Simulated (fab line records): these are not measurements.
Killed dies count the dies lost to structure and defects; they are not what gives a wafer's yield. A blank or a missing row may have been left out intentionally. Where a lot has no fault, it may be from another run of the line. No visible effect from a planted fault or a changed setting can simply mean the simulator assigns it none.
2 desks looking at one fault :: flow n5-finfet :: only its own numbers are on each desk; what lay behind them is given at the end

## AT THE TOOL OWNER'S DESK: plasma-asher-01
The tool's own readings at N5_MOL_CONTACT_COAG_STRIP_49 (strips in N2/H2, time 30 s): means of the sampled wafers that have a number, for each lot that ran on this tool. Marked OUT: a lot whose mean sits more than 4 standard deviations from the usual mean, which makes it out of limits; the brackets give that distance.
Columns: A = drypump-motor-current-A at N5_MOL_CONTACT_COAG_STRIP_49, usual 5.9 A; B = h2-flow-sccm at N5_MOL_CONTACT_COAG_STRIP_49, usual 3249 sccm; C = heater-power-w at N5_MOL_CONTACT_COAG_STRIP_49, usual 318 W
lot: L360
first seen here: day 5 07:23
A: 5.7
B: 3248
C: 289

lot: L362
first seen here: day 5 18:02
A: 5.5
B: 3242
C: 345

lot: L363
first seen here: day 6 03:03
A: 5.6
B: 3251
C: 318

lot: L365
first seen here: day 6 10:07
A: 5.7
B: 3255
C: 262

lot: L367
first seen here: day 7 05:13
A: 5.7
B: 3248
C: 292

lot: L369
first seen here: day 7 11:36
A: 5.6
B: 3253
C: 288

lot: L370
first seen here: day 7 22:46
A: 5.6
B: 3253
C: 324

lot: L382
first seen here: day 11 06:31
A: 5.6
B: 3259
C: 317
Result from this desk: across the 8 lots, nothing is out of limits.

## AT THE METROLOGY DESK
Lot by lot, what the gauges showed, no matter which tool ran the lot: averages of those sampled wafers that carry a number. Marked OUT: a lot whose mean sits more than 4 standard deviations from the usual mean, which makes it out of limits; the brackets give that distance.
Columns: A = cd-nm at N5_PASSIVATION_CD_MEAS_30, usual 3999.9 nm; B = PASS_OPEN_OVL at N5_PASSIVATION_OVL_MEAS_66, usual 3 nm
lot: L361
first seen here: day 14 00:36
A: 3999.5
B: 3

lot: L360
first seen here: day 14 07:55
A: 3998.7
B: -3

lot: L362
first seen here: day 14 08:04
A: 4000.2
B: 12

lot: L363
first seen here: day 15 00:10
A: 3998.5
B: 1

lot: L364
first seen here: day 15 04:21
A: 4000.0
B: 6

lot: L366
first seen here: day 15 07:53
A: 4001.2
B: 2

lot: L365
first seen here: day 15 09:25
A: 4000.1
B: 10

lot: L367
first seen here: day 15 11:55
A: 3999.7
B: 11

lot: L369
first seen here: day 15 21:50
A: 3999.5
B: -2

lot: L370
first seen here: day 16 18:14
A: 3998.2
B: 5

lot: L382
first seen here: day 18 07:15
A: 4001.0
B: -2
Result from this desk: across the 11 lots, nothing is out of limits.

## PUT TOGETHER
Nothing out of limits was seen by the tool owner's desk.
At the metrology desk, nothing out of limits was observed.

## WHAT THE SIMULATOR HAD INSERTED
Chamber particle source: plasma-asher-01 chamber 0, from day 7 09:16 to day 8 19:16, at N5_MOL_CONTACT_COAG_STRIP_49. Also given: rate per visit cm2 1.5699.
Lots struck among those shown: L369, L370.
